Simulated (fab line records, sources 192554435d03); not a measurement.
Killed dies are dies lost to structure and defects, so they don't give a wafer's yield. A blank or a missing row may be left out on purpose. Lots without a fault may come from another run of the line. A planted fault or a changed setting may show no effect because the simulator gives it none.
Chamber matching | flow n5_finfet | N5_STI_FIN_REVEAL_ALD_14 on ald_sin-03: 4 sister chambers
The step deposits Si3N4, target thk 3 nm. 8 wafers are shown with their chamber, then 10 later ones without.

WAFERS WITH THEIR CHAMBER
wafer  | chamber | heater_power_w (W) | susceptor_temp_C (C)
L075.3 | 2       | 1028               | 400.22
L086.6 | 2       | 1089               | 399.96
L089.4 | 3       | 700                | 400.45
L090.1 | 0       | 825                | 400.10
L090.4 | 1       | 829                | 400.22
L090.5 | 3       | 714                | 399.92
L091.1 | 1       | 837                | 399.78
L091.4 | 0       | 814                | 399.86

WAFERS WITHOUT THEIR CHAMBER
wafer  | heater_power_w (W) | susceptor_temp_C (C)
L091.6 | 836                | 399.96
L093.1 | 703                | 400.16
L093.3 | 809                | 399.51
L093.5 | 830                | 400.35
L096.1 | 1043               | 399.76
L096.2 | 869                | 399.93
L096.3 | 814                | 400.16
L097.4 | 1047               | 400.02
L097.5 | 836                | 400.03
L097.6 | 1084               | 400.21

WHICH CHAMBER EACH WENT THROUGH
wafer  | from the rows above     | in truth
L091.6 | can't be placed: 1 or 0 | 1
L093.1 | 3                       | 3
L093.3 | can't be placed: 0 or 1 | 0
L093.5 | can't be placed: 1 or 0 | 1
L096.1 | 2                       | 2
L096.2 | can't be placed: 1 or 0 | 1
L096.3 | can't be placed: 0 or 1 | 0
L097.4 | 2                       | 2
L097.5 | can't be placed: 1 or 0 | 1
L097.6 | 2                       | 2
Placed correctly: 4 of 10. Can't be placed from these rows: 6 (the true chamber is among the candidates in 6). Placed wrongly: 0.
How it was worked out, from the rows above alone: a wafer's distance from a chamber is the root of the sum, over the readings, of the square of ((its reading less the chamber's mean) divided by the reading's scatter). The wafer belongs to the nearest chamber; if the next one is less than 2 further off, it can't be placed. A chamber's mean is the mean of its shown wafers. The scatter: the root of (the sum of the squares of (reading less its chamber's mean) over the shown wafers, divided by (wafers less chambers)).
